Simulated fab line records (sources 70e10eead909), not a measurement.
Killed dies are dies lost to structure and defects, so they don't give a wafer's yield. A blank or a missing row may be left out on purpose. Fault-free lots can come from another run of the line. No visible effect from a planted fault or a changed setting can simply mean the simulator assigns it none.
fab line records	flow nandHarc
record: lots: 24	wafers: 72	lastDay: 34
route steps=1302 shown A_STAIRCASE@784
lots untouched by any fault: they come from a run of this same line in which no faults occurred
startH: the number of hours between the record's first day and the start of the first shown wafer of the lot	waitH: time in hours since the lot's previous step	" identical to the entry in the row above	L1.1+2: a row that stands for several wafers	- no value, or no start given	* or withheld: withheld	< > ~ a bound
route shown NAME@n: NAME is a module with steps in the file, n the number in the route of the first one	usual: mean/standard deviation of fault-free wafers	same: alike in all rows	chamber/n: place in a boat	sites: readings site by site	_std_site: how widely they spread, as a standard deviation	_edge_site: inner sites' mean taken away from outer sites' mean	radiusMm: for every site, how far away it sits from the centre of the wafer	mask NAME#n: copy n	behind: the last tool/chamber to shape the wafer	hold: what put the lot on hold/how long, in hours/how the hold closed	device: the transistor (n, p or np) that didn't switch	end of line: the route-end tests of the same wafers	where a step has no rows: the recipe by itself	killed: dies that structure and defects cost at the first sort, which is not the same as the wafer's yield	map: per-die view of a wafer (x killed, . not killed, _ where there is no die)
set.NAME: the setting the step ran with; set.NAME@STEP: the setting that earlier step ran with	model.NAME: the simulator's own value behind a step, which no gauge read
a sample of lots followed through the steps of the route, with each step as a table and each wafer as a row
services: from which hour (startH, from the record's first day; less than 0 if before it) a tool's chamber was out of use, for how many hours, and why
== steps ==
step: NHARC_A_STAIRCASE_DESCUM_270
recipe: timeS: 3	o2FlowSccm: 200	arFlowSccm: 0	biasPowerW: 0	chemistry: O2
usual: drypumpMotorCurrentA: 5.6/0.46	oesProductAu: 1.001/0.0077	rfVppV: 57.8/0.89	showerheadPlenumPTorr: 1.93/0.089	throttleValvePct: 11.311/0.0087
lot.wafer	tool	chamber	startH	waitH	drypumpMotorCurrentA	oesProductAu	rfHoursCounterH	rfVppV	showerheadPlenumPTorr	throttleValvePct
L074.3	rieDiel-08	2	379.07	-	5.2	0.991	0	58.0	1.82	11.324
L074.1	"	3	"	"	5.2	0.997	0	56.3	1.92	11.307
L074.5	"	1	"	"	6.0	1.005	-	58.2	2.08	11.311
L075.2	rieDiel-09	0	387.54	-	5.8	1.007	18	58.2	1.85	11.305
L075.1	"	1	"	"	5.6	0.989	20	56.8	1.93	11.319
L075.4	"	2	"	"	4.9	0.996	-	58.6	1.95	11.312
L077.1	rieDiel-04	2	391.92	-	5.6	0.989	9	56.9	1.89	11.310
L077.6	"	3	"	"	5.9	0.992	-	58.4	2.07	11.305
L077.5	"	0	"	"	5.7	1.001	-	57.2	1.86	11.300
L076.4	rieDiel-04	0	406.94	-	5.7	1.006	12	57.1	1.86	11.303
L076.1	"	1	"	"	4.9	0.998	11	58.8	2.05	11.305
L076.5	"	3	"	"	5.9	1.001	-	58.2	2.07	11.310
L079.1	rieDiel-04	0	419.86	-	5.7	1.011	19	57.4	1.86	11.298
L079.2	"	3	"	"	5.9	1.000	19	57.6	2.07	11.302
L079.6	"	1	"	"	4.8	1.003	-	58.8	2.05	11.311
L078.3	rieDiel-08	0	420.19	-	5.4	0.996	14	58.5	1.81	11.305
L078.6	"	1	"	"	6.0	0.997	-	59.8	2.07	11.313
L078.5	"	2	"	"	5.2	0.990	-	58.3	1.82	11.315
L080.3	rieDiel-09	2	421.71	-	4.9	1.013	33	59.0	1.95	11.313
L080.6	"	1	"	"	5.6	1.002	-	58.5	1.92	11.316
L080.5	"	2	"	"	4.9	1.007	-	57.6	1.95	11.321
L081.3	rieDiel-04	3	423.57	-	5.9	0.999	21	59.1	2.07	11.284
L081.4	"	0	"	"	5.7	1.011	20	58.1	1.85	11.320
L081.5	"	2	"	"	5.6	0.992	-	57.4	1.88	11.315
L082.2	rieDiel-09	2	461.09	-	4.9	1.001	44	58.4	1.94	11.313
L082.3	"	3	"	"	6.4	1.004	38	58.5	1.98	11.312
L082.1	"	0	"	"	5.8	1.003	47	57.0	1.84	11.303
L083.1	rieDiel-04	2	463.08	-	5.6	1.007	30	56.7	1.88	11.310
L083.5	"	3	"	"	5.9	0.993	-	58.7	2.07	11.325
L083.6	"	0	"	"	5.7	1.021	-	58.0	1.85	11.308
L084.3	rieDiel-08	0	470.36	-	5.4	1.001	28	55.9	1.81	11.311
L084.4	"	1	"	"	6.1	1.010	31	57.2	2.07	11.294
L084.6	"	1	"	"	6.1	1.015	-	57.7	2.07	11.305
L085.2	rieDiel-08	1	480.08	-	6.0	1.008	33	58.3	2.07	11.312
L085.4	"	3	"	"	5.2	1.007	30	59.4	1.91	11.297
L085.6	"	0	"	"	5.4	0.998	-	56.7	1.81	11.318
L086.2	rieDiel-08	1	504.86	-	6.0	0.998	44	57.8	2.06	11.319
L086.4	"	3	"	"	5.2	1.005	40	58.5	1.91	11.333
L086.1	"	0	"	"	5.4	0.991	41	57.6	1.81	11.304
L089.1	rieDiel-09	1	522.13	-	5.5	0.998	5	58.0	1.91	11.313
L089.2	"	3	"	"	6.5	1.005	7	58.5	1.97	11.310
L089.6	"	1	"	"	5.5	0.991	-	57.8	1.91	11.307
L088.1	rieDiel-08	0	522.43	-	5.4	0.992	45	56.3	1.80	11.310
L088.5	"	0	"	"	5.4	0.991	-	58.0	1.80	11.309
L088.6	"	1	"	"	6.0	1.005	-	58.9	2.06	11.320
L087.1	rieDiel-09	1	524.90	-	5.6	1.005	7	57.5	1.91	11.327
L087.6	"	2	"	"	4.9	1.007	-	57.0	1.94	11.313
L087.5	"	3	"	"	6.4	1.015	-	56.9	1.97	11.314
L090.2	rieDiel-09	3	529.91	-	6.5	1.007	9	57.3	1.97	11.318
L090.4	"	1	"	"	5.6	1.004	9	58.9	1.91	11.308
L090.6	"	3	"	"	6.4	1.014	-	57.5	1.97	11.317
L091.2	rieDiel-09	0	546.29	-	5.8	1.009	15	58.1	1.84	11.336
L091.4	"	1	"	"	5.6	0.987	15	57.3	1.91	11.311
L091.1	"	2	"	"	4.9	1.017	15	58.8	1.94	11.298
L092.3	rieDiel-09	1	554.72	-	5.6	0.996	18	59.1	1.91	11.321
L092.4	"	3	"	"	6.4	0.999	19	56.8	1.97	11.303
L092.5	"	1	"	"	5.6	0.992	-	58.1	1.91	11.311
L093.2	rieDiel-09	0	559.98	-	5.8	1.009	19	57.6	1.83	11.296
L093.3	"	1	"	"	5.6	0.988	19	58.4	1.91	11.304
L093.5	"	1	"	"	5.6	0.994	-	56.4	1.91	11.299
L094.4	rieDiel-04	1	560.14	-	4.8	1.012	9	57.0	2.03	11.312
L094.3	"	3	"	"	5.9	0.998	6	59.2	2.06	11.291
L094.2	"	0	"	"	5.7	1.013	9	56.5	1.84	11.322
L095.2	rieDiel-09	3	582.74	-	6.5	0.998	26	59.1	1.97	11.305
L095.1	"	0	"	"	5.8	1.003	27	57.4	1.83	11.318
L095.3	"	1	"	"	5.6	0.993	27	58.1	1.91	11.305
L096.1	rieDiel-04	2	601.80	-	5.6	1.009	17	57.3	1.87	11.311
L096.2	"	0	"	"	5.7	1.004	24	56.3	1.84	11.322
L096.5	"	2	"	"	5.6	1.004	-	56.5	1.87	11.316
L097.4	rieDiel-08	0	615.53	-	5.4	0.987	14	55.5	1.80	11.312
L097.2	"	2	"	"	5.2	0.998	17	56.8	1.80	11.320
L097.6	"	0	"	"	5.4	1.010	-	57.8	1.80	11.315
step: NHARC_A_STAIRCASE_DESCUM_291
recipe: timeS: 3	o2FlowSccm: 200	arFlowSccm: 0	biasPowerW: 0	chemistry: O2
usual: drypumpMotorCurrentA: 5.5/0.43	oesProductAu: 1.000/0.0071	rfVppV: 57.8/1	showerheadPlenumPTorr: 1.92/0.089	throttleValvePct: 11.311/0.0084
lot.wafer	tool	chamber	startH	waitH	drypumpMotorCurrentA	oesProductAu	rfHoursCounterH	rfVppV	showerheadPlenumPTorr	throttleValvePct
L074.3	rieDiel-09	0	390.88	-	5.8	0.999	20	57.1	1.85	11.316
L074.1	"	2	"	"	4.9	1.002	21	57.5	1.95	11.305
L074.5	"	2	"	"	4.9	1.000	-	57.9	1.95	11.331
L075.2	rieDiel-08	3	394.00	-	5.2	1.011	4	58.4	1.92	11.309
L075.4	"	0	"	"	5.4	0.991	3	57.0	1.82	11.312
L075.1	"	2	"	"	5.2	0.997	4	57.6	1.82	11.317
L077.1	rieDiel-04	0	397.78	-	5.7	1.016	9	57.2	1.86	11.308
L077.5	"	1	"	"	4.8	1.005	-	59.2	2.05	11.303
L077.6	"	2	"	"	5.6	0.993	-	56.6	1.89	11.308
L076.1	rieDiel-08	2	412.89	-	5.2	0.995	13	55.7	1.82	11.309
L076.4	"	0	"	"	5.4	0.994	13	56.7	1.81	11.303
L076.5	"	1	"	"	6.0	0.993	-	58.5	2.07	11.306
L079.1	rieDiel-09	2	425.61	-	4.9	1.012	33	60.4	1.95	11.312
L079.2	"	3	"	"	6.4	1.006	25	56.8	1.98	11.316
L079.6	"	1	"	"	5.6	0.999	-	57.0	1.92	11.303
L078.3	rieDiel-09	2	426.07	-	4.9	0.995	33	58.2	1.95	11.320
L078.6	"	1	"	"	5.6	0.998	-	56.5	1.92	11.320
L078.5	"	2	"	"	4.9	1.001	-	58.4	1.95	11.312
L080.3	rieDiel-04	0	427.42	-	5.7	1.009	21	57.1	1.85	11.298
L080.6	"	0	"	"	5.7	1.004	-	57.8	1.85	11.303
L080.5	"	1	"	"	4.8	0.999	-	59.0	2.05	11.319
L081.4	rieDiel-09	1	431.56	-	5.6	0.996	38	57.5	1.92	11.316
L081.3	"	2	"	"	4.9	1.007	34	56.6	1.95	11.314
L081.5	"	3	"	"	6.5	1.015	-	57.4	1.98	11.305
L082.1	rieDiel-09	1	469.16	-	5.5	1.002	47	58.1	1.92	11.297
L082.3	"	2	"	"	4.9	0.998	46	58.4	1.94	11.304
L082.2	"	0	"	"	5.8	0.998	49	58.5	1.84	11.299
L083.1	rieDiel-04	0	470.65	-	5.7	1.008	31	59.0	1.85	11.313
L083.5	"	0	"	"	5.7	1.013	-	57.2	1.85	11.308
L083.6	"	1	"	"	4.8	1.006	-	58.6	2.05	11.311
L084.3	rieDiel-08	2	478.18	-	5.2	1.012	32	57.8	1.81	11.327
L084.4	"	1	"	"	6.0	1.007	32	60.3	2.07	11.323
L084.6	"	2	"	"	5.2	1.001	-	58.2	1.81	11.316
L085.2	rieDiel-04	1	485.92	-	4.8	1.002	34	57.3	2.04	11.293
L085.4	"	2	"	"	5.6	0.996	37	58.0	1.88	11.314
L085.6	"	1	"	"	4.8	1.005	-	57.8	2.05	11.292
L086.1	rieDiel-04	2	512.10	-	5.6	0.991	44	57.7	1.88	11.317
L086.4	"	3	"	"	5.9	0.992	45	58.7	2.06	11.319
L086.2	"	0	"	"	5.7	0.995	42	57.6	1.85	11.311
L089.2	rieDiel-09	0	528.04	-	5.8	1.011	8	57.3	1.84	11.309
L089.1	"	3	"	"	6.5	1.010	9	58.6	1.97	11.310
L089.6	"	0	"	"	5.8	0.996	-	58.6	1.84	11.303
L088.1	rieDiel-08	0	528.33	-	5.4	0.998	47	57.3	1.80	11.315
L088.5	"	3	"	"	5.2	1.010	-	57.0	1.90	11.299
L088.6	"	0	"	"	5.4	0.999	-	57.2	1.80	11.309
L087.1	rieDiel-04	1	530.80	-	4.9	1.002	53	58.3	2.04	11.308
L087.5	"	0	"	"	5.7	1.003	-	56.5	1.84	11.319
L087.6	"	1	"	"	4.8	1.007	-	57.2	2.04	11.316
L090.4	rieDiel-08	2	539.08	-	5.3	1.005	47	56.4	1.81	11.310
L090.2	"	1	"	"	6.0	0.999	55	60.4	2.06	11.306
L090.6	"	2	"	"	5.3	1.002	-	56.8	1.81	11.307
L091.4	rieDiel-04	2	555.21	-	5.5	0.996	4	56.8	1.87	11.295
L091.2	"	0	"	"	5.7	0.997	4	57.2	1.84	11.315
L091.1	"	1	"	"	4.8	0.997	4	58.1	2.04	11.311
L092.3	rieDiel-08	1	563.67	-	6.0	1.012	2	58.2	2.06	11.325
L092.4	"	0	"	"	5.4	0.997	2	57.4	1.80	11.326
L092.5	"	1	"	"	6.0	0.996	-	58.4	2.06	11.301
L093.3	rieDiel-09	1	568.73	-	5.6	0.994	21	58.1	1.91	11.306
L093.2	"	2	"	"	4.9	1.009	22	57.9	1.93	11.319
L093.5	"	0	"	"	5.8	1.009	-	57.6	1.83	11.324
L094.2	rieDiel-08	0	568.89	-	5.4	0.988	3	57.3	1.80	11.312
L094.4	"	1	"	"	6.0	1.000	3	57.8	2.06	11.301
L094.3	"	3	"	"	5.2	0.996	3	58.1	1.90	11.300
L095.2	rieDiel-04	2	589.50	-	5.6	0.988	15	56.6	1.87	11.316
L095.3	"	3	"	"	5.9	1.002	17	59.5	2.05	11.307
L095.1	"	1	"	"	4.8	0.995	19	57.8	2.03	11.307
L096.1	rieDiel-08	0	607.56	-	5.4	0.991	12	56.9	1.80	11.314
L096.2	"	1	"	"	6.0	1.003	14	58.4	2.05	11.307
L096.5	"	0	"	"	5.4	0.987	-	57.0	1.80	11.310
L097.4	rieDiel-09	2	621.48	-	4.9	1.001	38	57.1	1.93	11.317
L097.2	"	3	"	"	6.4	1.003	37	58.6	1.96	11.313
L097.6	"	1	"	"	5.6	1.001	-	57.0	1.90	11.310
step: NHARC_A_STAIRCASE_ETCH_453
recipe: targetDepthA: 300	overetchA: 30	timeS: 16.5	ionEnergyEv: 100	cf4FlowSccm: 80	o2FlowSccm: 20	arFlowSccm: 0	rfW: 300	biasW: 100	chemistry: CF4/O2
usual: drypumpMotorCurrentA: 5.5/0.43	oesProductAu: 1.001/0.0082	rfVppV: 198.1/1.5	showerheadPlenumPTorr: 1.35/0.063	throttleValvePct: 13.396/0.0093
lot.wafer	tool	chamber	startH	waitH	drypumpMotorCurrentA	oesProductAu	rfHoursCounterH	rfVppV	showerheadPlenumPTorr	throttleValvePct
L074.3	rieDiel-09	0	-	-	5.8	0.995	21	198.0	1.29	13.384
L074.1	"	1	"	"	5.6	0.997	23	198.0	1.34	13.393
L074.5	"	0	"	"	5.8	1.000	-	197.1	1.29	13.390
L075.1	rieDiel-04	2	-	-	5.5	1.000	12	199.0	1.32	13.380
L075.2	"	3	"	"	5.8	0.994	12	199.1	1.44	13.393
L075.4	"	1	"	"	4.8	1.006	10	200.3	1.43	13.389
L077.1	rieDiel-04	1	-	-	4.8	1.002	11	200.0	1.43	13.386
L077.6	"	2	"	"	5.5	0.994	-	198.6	1.32	13.390
L077.5	"	3	"	"	5.9	0.998	-	200.9	1.44	13.386
L076.1	rieDiel-08	0	-	-	5.4	1.008	14	197.1	1.27	13.397
L076.4	"	1	"	"	6.0	1.005	16	200.0	1.44	13.396
L076.5	"	0	"	"	5.4	1.004	-	195.8	1.27	13.397
L079.2	rieDiel-09	2	-	-	4.9	1.001	35	196.6	1.36	13.408
L079.1	"	3	"	"	6.4	0.999	27	197.5	1.38	13.385
L079.6	"	1	"	"	5.6	1.002	-	197.8	1.34	13.402
L078.3	rieDiel-04	2	-	-	5.6	0.998	22	197.5	1.31	13.381
L078.6	"	0	"	"	5.7	1.000	-	197.9	1.29	13.379
L078.5	"	1	"	"	4.8	0.993	-	199.6	1.43	13.380
L080.3	rieDiel-04	2	-	-	5.6	1.001	23	197.1	1.31	13.407
L080.6	"	3	"	"	5.9	1.010	-	202.7	1.44	13.403
L080.5	"	0	"	"	5.7	1.010	-	196.6	1.29	13.406
L081.4	rieDiel-08	2	-	-	5.2	1.006	22	197.3	1.27	13.409
L081.3	"	1	"	"	6.0	0.989	22	199.8	1.44	13.388
L081.5	"	2	"	"	5.2	0.996	-	195.4	1.27	13.374
L082.2	rieDiel-04	3	-	-	5.9	0.999	35	200.9	1.44	13.380
L082.1	"	0	"	"	5.7	1.004	33	197.3	1.29	13.386
L082.3	"	2	"	"	5.5	0.994	35	196.8	1.31	13.402
L083.1	rieDiel-04	3	-	-	5.9	0.995	35	199.8	1.44	13.407
L083.6	"	2	"	"	5.5	1.002	-	197.5	1.31	13.410
L083.5	"	3	"	"	5.9	0.993	-	199.3	1.44	13.396
L084.3	rieDiel-09	1	-	-	5.5	0.993	51	198.9	1.34	13.392
L084.4	"	2	"	"	4.9	0.996	52	198.8	1.35	13.415
L084.6	"	0	"	"	5.8	0.997	-	197.2	1.29	13.410
L085.2	rieDiel-09	0	-	-	5.8	0.986	58	197.4	1.28	13.398
L085.4	"	1	"	"	5.6	0.994	54	197.5	1.34	13.378
L085.6	"	0	"	"	5.8	0.995	-	197.5	1.29	13.407
L086.2	rieDiel-08	2	-	-	5.2	0.998	41	197.1	1.26	13.398
L086.1	"	3	"	"	5.2	0.998	46	198.2	1.33	13.398
L086.4	"	2	"	"	5.2	0.987	-	196.7	1.26	13.394
L089.2	rieDiel-09	0	-	-	5.8	1.001	11	196.6	1.28	13.396
L089.1	"	1	"	"	5.5	0.988	11	198.9	1.33	13.407
L089.6	"	2	"	"	4.9	0.997	-	199.5	1.35	13.390
L088.1	rieDiel-08	2	-	-	5.3	1.003	46	196.0	1.26	13.387
L088.6	"	3	"	"	5.2	1.005	-	196.0	1.33	13.396
L088.5	"	0	"	"	5.4	0.987	-	195.9	1.26	13.395
L087.1	rieDiel-09	0	-	-	5.8	1.001	12	197.9	1.28	13.386
L087.5	"	2	"	"	4.9	1.000	-	197.4	1.35	13.402
L087.6	"	3	"	"	6.5	1.010	-	198.0	1.37	13.387
L090.2	rieDiel-04	2	-	-	5.5	1.005	0	195.7	1.31	13.387
L090.4	"	3	"	"	5.8	1.015	0	199.3	1.43	13.391
L090.6	"	1	"	"	4.8	1.002	-	199.7	1.42	13.405
L091.1	rieDiel-08	1	-	-	6.0	1.014	1	200.9	1.43	13.404
L091.4	"	2	"	"	5.2	1.011	2	196.4	1.26	13.395
L091.2	"	0	"	"	5.4	1.000	1	195.0	1.26	13.392
L092.4	rieDiel-04	2	-	-	5.5	0.997	8	198.3	1.31	13.388
L092.3	"	0	"	"	5.7	1.009	11	196.2	1.28	13.401
L092.5	"	1	"	"	4.8	1.020	-	198.8	1.42	13.407
L093.2	rieDiel-08	0	-	-	5.4	0.988	4	195.8	1.26	13.407
L093.3	"	2	"	"	5.3	1.012	5	196.6	1.26	13.398
L093.5	"	0	"	"	5.4	1.001	-	197.0	1.26	13.405
L094.4	rieDiel-04	3	-	-	5.9	1.003	12	201.9	1.43	13.409
L094.2	"	0	"	"	5.7	1.010	16	197.3	1.28	13.409
L094.3	"	2	"	"	5.5	0.992	12	198.4	1.31	13.388
L095.2	rieDiel-04	2	-	-	5.6	1.005	16	196.6	1.30	13.381
L095.3	"	3	"	"	5.9	1.015	18	199.5	1.43	13.401
L095.1	"	0	"	"	5.7	1.016	23	197.1	1.28	13.393
L096.1	rieDiel-09	1	-	-	5.5	0.987	37	197.3	1.33	13.418
L096.2	"	2	"	"	4.9	0.999	36	197.8	1.35	13.396
L096.5	"	1	"	"	5.6	0.992	-	196.8	1.33	13.397
L097.4	rieDiel-08	3	-	-	5.2	0.987	22	197.8	1.32	13.392
L097.2	"	0	"	"	5.4	0.988	20	196.9	1.25	13.410
L097.6	"	3	"	"	5.2	0.993	-	199.1	1.32	13.397
step: NHARC_A_STAIRCASE_ETCH_315
recipe: targetDepthA: 25000	timeS: 607.1	ionEnergyEv: 800	c4f8FlowSccm: 80	o2FlowSccm: 60	arFlowSccm: withheld	rfW: 600	biasW: 3000	chemistry: C4F8/O2/Ar
usual: oesProductAu: 0.932/0.0079	rfVppV: 1829/12
lot.wafer	tool	chamber	startH	waitH	oesProductAu	rfHoursCounterH	rfVppV
L074.1	rieDiel-09	2	-	-	0.934	23	1830
L074.3	"	1	"	"	0.937	23	1830
L074.5	"	0	"	"	0.929	-	1819
L075.4	rieDiel-04	3	-	-	0.925	12	1847
L075.1	"	0	"	"	0.933	10	1820
L075.2	"	2	"	"	0.930	12	1823
L077.1	rieDiel-04	2	-	-	0.930	13	1822
L077.6	"	0	"	"	0.945	-	1819
L077.5	"	1	"	"	0.935	-	1844
L076.1	rieDiel-08	3	-	-	0.928	14	1827
L076.4	"	0	"	"	0.929	14	1813
L076.5	"	3	"	"	0.932	-	1829
L079.1	rieDiel-09	3	-	-	0.929	27	1836
L079.2	"	1	"	"	0.924	39	1827
L079.6	"	3	"	"	0.933	-	1836
L078.3	rieDiel-04	2	-	-	0.918	22	1823
L078.5	"	0	"	"	0.927	-	1818
L078.6	"	1	"	"	0.924	-	1843
L080.3	rieDiel-04	1	-	-	0.940	22	1842
L080.5	"	2	"	"	0.932	-	1823
L080.6	"	3	"	"	0.944	-	1847
L081.4	rieDiel-08	0	-	-	0.912	22	1814
L081.3	"	2	"	"	0.921	22	1814
L081.5	"	0	"	"	0.920	-	1813
L082.2	rieDiel-04	1	-	-	0.926	33	1843
L082.1	"	2	"	"	0.943	35	1822
L082.3	"	0	"	"	0.936	33	1819
L083.1	rieDiel-04	3	-	-	0.924	35	1845
L083.6	"	3	"	"	0.932	-	1844
L083.5	"	0	"	"	0.933	-	1819
L084.4	rieDiel-09	3	-	-	0.935	46	1835
L084.3	"	1	"	"	0.925	52	1828
L084.6	"	3	"	"	0.939	-	1837
L085.4	rieDiel-09	0	-	-	0.935	58	1816
L085.2	"	1	"	"	0.938	54	1828
L085.6	"	3	"	"	0.938	-	1836
L086.2	rieDiel-08	3	-	-	0.937	46	1825
L086.1	"	1	"	"	0.942	49	1843
L086.4	"	3	"	"	0.943	-	1827
L089.1	rieDiel-09	0	-	-	0.934	11	1816
L089.2	"	1	"	"	0.929	11	1827
L089.6	"	0	"	"	0.934	-	1818
L088.1	rieDiel-08	0	-	-	0.914	50	1813
L088.5	"	3	"	"	0.926	-	1824
L088.6	"	0	"	"	0.919	-	1813
L087.1	rieDiel-09	3	-	-	0.924	14	1835
L087.6	"	3	"	"	0.921	-	1835
L087.5	"	0	"	"	0.928	-	1817
L090.2	rieDiel-04	2	-	-	0.948	0	1824
L090.4	"	3	"	"	0.938	0	1844
L090.6	"	1	"	"	0.936	-	1841
L091.2	rieDiel-08	1	-	-	0.937	1	1844
L091.4	"	2	"	"	0.943	2	1812
L091.1	"	3	"	"	0.952	2	1826
L092.4	rieDiel-04	2	-	-	0.930	8	1822
L092.3	"	3	"	"	0.925	9	1844
L092.5	"	2	"	"	0.925	-	1822
L093.3	rieDiel-08	0	-	-	0.938	5	1812
L093.2	"	1	"	"	0.936	5	1844
L093.5	"	0	"	"	0.937	-	1812
L094.3	rieDiel-04	0	-	-	0.930	16	1819
L094.4	"	2	"	"	0.934	12	1821
L094.2	"	3	"	"	0.933	12	1845
L095.1	rieDiel-04	3	-	-	0.931	19	1844
L095.2	"	1	"	"	0.926	21	1842
L095.3	"	2	"	"	0.925	16	1823
L096.2	rieDiel-09	0	-	-	0.935	36	1816
L096.1	"	1	"	"	0.940	37	1826
L096.5	"	0	"	"	0.937	-	1816
L097.4	rieDiel-08	1	-	-	0.935	21	1842
L097.2	"	3	"	"	0.923	22	1825
L097.6	"	1	"	"	0.931	-	1844
step: NHARC_A_STAIRCASE_DEP_322
recipe: targetThkA: 72000	tempC: 400	targetThkNm: 7200	teosFlowSccm: 200	rfW: 500	material: SiO2
usual: heaterPowerW: 676/110
lot.wafer	tool	chamber	startH	waitH	heaterPowerW
L074.1	pecvd-04	1	420.21	0.2	874
L074.3	"	2	"	"	558
L074.5	"	1	"	"	797
L075.1	pecvd-01	0	420.50	0.4	575
L075.2	"	1	"	"	699
L075.4	"	2	"	"	675
L077.1	pecvd-02	0	427.90	0.2	764
L077.6	"	0	"	"	631
L077.5	"	1	"	"	589
L076.1	pecvd-04	1	440.52	0.2	801
L076.5	"	0	"	"	646
L076.4	"	2	"	"	529
L079.2	pecvd-01	2	459.48	0.1	794
L079.1	"	0	"	"	658
L079.6	"	1	"	"	652
L081.3	pecvd-02	1	467.60	0.1	675
L081.4	"	1	"	"	595
L081.5	"	0	"	"	642
L080.3	pecvd-04	0	467.74	0.2	651
L080.5	"	2	"	"	544
L080.6	"	0	"	"	657
L078.3	pecvd-01	1	467.90	0.4	751
L078.6	"	0	"	"	550
L078.5	"	1	"	"	673
L082.3	pecvd-04	2	498.19	0.1	609
L082.1	"	0	"	"	773
L082.2	"	1	"	"	926
L083.1	pecvd-02	2	498.33	0.3	685
L083.5	"	0	"	"	635
L083.6	"	1	"	"	591
L084.3	pecvd-04	1	509.57	0.3	956
L084.6	"	0	"	"	662
L084.4	"	1	"	"	816
L085.2	pecvd-04	2	515.39	0.2	658
L085.4	"	2	"	"	543
L085.6	"	0	"	"	656
L086.1	pecvd-01	0	541.55	0.1	525
L086.2	"	1	"	"	782
L086.4	"	1	"	"	623
L088.1	pecvd-04	1	559.12	0.1	895
L088.5	"	1	"	"	811
L088.6	"	2	"	"	541
L089.1	pecvd-01	0	559.17	0.1	636
L089.2	"	1	"	"	722
L089.6	"	2	"	"	660
L087.1	pecvd-02	2	566.17	0.1	646
L087.5	"	0	"	"	628
L087.6	"	1	"	"	582
L090.2	pecvd-01	0	566.17	0.1	633
L090.6	"	0	"	"	521
L090.4	"	1	"	"	649
L091.2	pecvd-02	0	586.00	0.2	773
L091.1	"	1	"	"	695
L091.4	"	1	"	"	579
L092.3	pecvd-01	1	595.83	0.1	710
L092.5	"	2	"	"	658
L092.4	"	0	"	"	515
L093.2	pecvd-04	2	596.00	0.2	606
L093.3	"	0	"	"	766
L093.5	"	1	"	"	817
L094.2	pecvd-01	0	607.13	0.1	630
L094.3	"	2	"	"	764
L094.4	"	0	"	"	499
L095.1	pecvd-04	0	619.38	0.1	791
L095.3	"	1	"	"	1023
L095.2	"	2	"	"	644
L096.2	pecvd-02	1	638.39	0.1	642
L096.1	"	0	"	"	792
L096.5	"	0	"	"	650
L097.2	pecvd-02	2	649.82	0.1	638
L097.4	"	2	"	"	545
L097.6	"	1	"	"	585
step: NHARC_A_STAIRCASE_DEP_325
recipe: targetThkA: 72000	tempC: 400	targetThkNm: 7200	teosFlowSccm: 200	rfW: 500	material: SiO2
usual: heaterPowerW: 666/110
lot.wafer	tool	chamber	startH	waitH	heaterPowerW
L074.1	pecvd-04	0	428.64	0.2	822
L074.3	"	1	"	"	941
L074.5	"	1	"	"	797
L075.1	pecvd-02	0	428.65	0.2	655
L075.2	"	1	"	"	630
L075.4	"	2	"	"	540
L077.1	pecvd-02	1	436.36	0.2	687
L077.5	"	1	"	"	579
L077.6	"	2	"	"	546
L076.1	pecvd-04	2	448.42	0.1	540
L076.4	"	2	"	"	533
L076.5	"	1	"	"	797
L079.1	pecvd-04	1	469.31	0.1	938
L079.2	"	0	"	"	761
L079.6	"	1	"	"	814
L081.3	pecvd-02	0	476.56	0.3	731
L081.5	"	1	"	"	593
L081.4	"	0	"	"	620
L080.3	pecvd-04	2	476.56	0.3	544
L080.5	"	0	"	"	645
L080.6	"	2	"	"	548
L078.3	pecvd-01	2	476.57	0.3	854
L078.6	"	0	"	"	547
L078.5	"	2	"	"	706
L082.3	pecvd-02	1	506.46	0.1	717
L082.2	"	2	"	"	590
L082.1	"	0	"	"	663
L083.1	pecvd-01	0	506.65	0.3	648
L083.5	"	1	"	"	633
L083.6	"	0	"	"	511
L084.3	pecvd-04	2	518.51	0.3	549
L084.6	"	1	"	"	813
L084.4	"	2	"	"	533
L085.2	pecvd-04	1	523.31	0.2	893
L085.6	"	0	"	"	631
L085.4	"	2	"	"	539
L086.1	pecvd-01	1	548.84	0.2	727
L086.2	"	2	"	"	697
L086.4	"	2	"	"	654
L089.2	pecvd-02	1	567.52	0.2	658
L089.1	"	2	"	"	589
L089.6	"	0	"	"	632
L088.1	pecvd-01	0	567.62	0.3	585
L088.5	"	1	"	"	645
L088.6	"	2	"	"	649
L090.2	pecvd-01	0	573.49	0.1	586
L090.6	"	0	"	"	502
L090.4	"	1	"	"	633
L087.1	pecvd-02	0	573.72	0.3	771
L087.6	"	2	"	"	554
L087.5	"	0	"	"	622
L091.2	pecvd-01	0	593.78	0.2	530
L091.1	"	2	"	"	812
L091.4	"	1	"	"	641
L093.2	pecvd-02	0	607.29	0.2	800
L093.3	"	1	"	"	726
L093.5	"	1	"	"	575
L092.3	pecvd-04	1	607.39	0.3	896
L092.4	"	2	"	"	530
L092.5	"	0	"	"	648
L094.2	pecvd-04	0	616.79	0.2	788
L094.3	"	1	"	"	919
L094.4	"	0	"	"	652
L095.3	pecvd-04	1	627.48	0.1	964
L095.2	"	2	"	"	662
L095.1	"	0	"	"	718
L096.2	pecvd-02	1	646.90	0.1	635
L096.1	"	2	"	"	667
L096.5	"	1	"	"	589
L097.2	pecvd-01	0	658.42	0.3	526
L097.4	"	1	"	"	628
L097.6	"	0	"	"	510
== services ==
tool	chamber	startH	hours	kind
rieDiel-04	-	355.36	9.0	pm
rieDiel-04	0	355.36	9.0	ventCycle
rieDiel-04	1	355.36	9.0	ventCycle
rieDiel-04	2	355.36	9.0	ventCycle
rieDiel-08	-	367.83	9.0	pm
rieDiel-09	3	373.48	24.5	repair
rieDiel-08	-	381.63	0.2	repair
pecvd-02	-	408.00	13.0	pm
pecvd-04	-	425.73	0.8	repair
pecvd-04	0	432.38	3.8	repair
pecvd-04	-	454.65	13.0	pm
pecvd-02	2	459.89	5.5	repair
rieDiel-09	-	482.29	0.9	repair
pecvd-02	1	491.94	5.6	repair
pecvd-01	-	492.18	13.0	pm
rieDiel-09	-	497.53	9.0	pm
pecvd-02	0	531.03	16.5	repair
rieDiel-04	-	534.07	9.0	pm
pecvd-01	-	542.55	2.7	repair
rieDiel-08	-	544.83	9.0	pm
pecvd-02	-	589.00	13.0	pm
rieDiel-09	2	630.56	2.3	repair
rieDiel-04	-	631.84	2.2	repair
pecvd-04	-	635.73	13.0	pm
== key ==
fault none
